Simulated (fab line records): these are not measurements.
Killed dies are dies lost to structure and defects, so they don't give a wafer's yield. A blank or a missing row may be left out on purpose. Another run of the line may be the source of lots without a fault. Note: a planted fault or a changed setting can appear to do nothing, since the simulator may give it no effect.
Code-filled problem report in 8D (eight disciplines) form / flow nand harc / the parts of the form that need people (team, actions taken, sign-off) are left out

1. WHAT IS WRONG
NHARC_P_GATE_ETCH_104, rf fwd power W: mean 556.5 W over 1 wafer from 1 lot; wafers with no fault: 492.2 W, standard deviation 2.4. Measured from the usual mean, that is +27 standard deviations.
The step: etches the open film in CF4/CHF3, target depth 60 nm.
First observed at day 9 17:53: wafer L510.3, on rie diel-10. The record holds 36 wafers of 12 lots with a number at this step. The rule behind "out" and "out of limits": a value lying over 4 standard deviations away from the usual mean. The rest of the wafers with a number are treated as sound.

2. WHAT IT IS, AND WHAT IT ISN'T
question=which readings at this step | is=rf fwd power W, oes product au | is not=drypump motor current A, rf vpp V, showerhead plenum p Torr, throttle valve pct
question=which lots | is=L510 | is not=L499, L500, L501, L502, L503, L504, L517, L519, L520, L521, L522
question=which wafers of those lots | is=L510.3 | is not=L510.1, L510.2
question=read on which tools | is=rie diel-10 | is not=rie diel-01, rie diel-08
question=when | is=from day 9 17:53 | is not=up to then (20 sound wafers); but 15 sound wafers of L517, L519, L520, L521, L522 came after

3. SUSPECTS, AND WHAT RULES EACH OUT
Counting: if a tool at a process step up to the reading ran every lot that is out, it stays a suspect. Sound lots after the first of them don't rule it out here, since some wafers of a struck lot are sound.
- cmp-02 at NHARC_P_STI_CMP_21 (polishes, t overpolish 20 s, target thk 380.67 nm): kept. It processed L510, the lot that is out, at day 8 03:48, and its most recent sound lot before then was L504 at day 5 21:39.
- rie diel-10 at NHARC_P_GATE_ETCH_104 (etches the open film in CF4/CHF3, target depth 60 nm): kept. It processed L510, the lot that is out, at day 9 17:53, and its most recent sound lot before then was L502 at day 6 02:45. On those wafers its own readings are out: oes product au, rf fwd power W.
- At NHARC_P_STI_CMP_21, inside cmp-02: chamber 2 took the wafers that are out, while their sound lot-mates went through chambers 0, 3.
- At NHARC_P_GATE_ETCH_104, inside rie diel-10: chamber 2 took the wafers that are out, while their sound lot-mates went through chambers 0, 1.
What counting leaves: cmp-02 at NHARC_P_STI_CMP_21 and rie diel-10 at NHARC_P_GATE_ETCH_104.

4. THE CAUSE (what the simulator had put in)
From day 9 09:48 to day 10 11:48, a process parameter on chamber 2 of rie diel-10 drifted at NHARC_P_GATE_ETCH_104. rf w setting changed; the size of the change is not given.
This tool is one of the 2 suspects left after counting.

5. SEQUENCE OF EFFECTS, ordered by route
Rows list readings where the struck wafers' mean (over those with a number) sits beyond 3 standard deviations from the usual. Readings are gone through only where the record gives a usual standard deviation; hours: the median, over the lots, of the time from a lot's start at the first step in this table giving one to that lot's start at this step; sigmas: the change measured in usual standard deviations.
hours=0; step=NHARC_P_GATE_ETCH_104; reading=oes product au; usual=0.948 a.u.; on struck wafers=1.039; change=+0.091; sigmas=+4.3
hours=0; step=NHARC_P_GATE_ETCH_104; reading=rf fwd power W; usual=492.2 W; on struck wafers=556.5; change=+64.3; sigmas=+27
It contains these process steps:
- NHARC_P_GATE_ETCH_104: etches the open film in CF4/CHF3, target depth 60 nm.

6. WHAT WOULD HAVE CAUGHT IT SOONER
In this record the first reading out of limits was taken at day 9 17:53, 8 hours after the fault began at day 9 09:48.
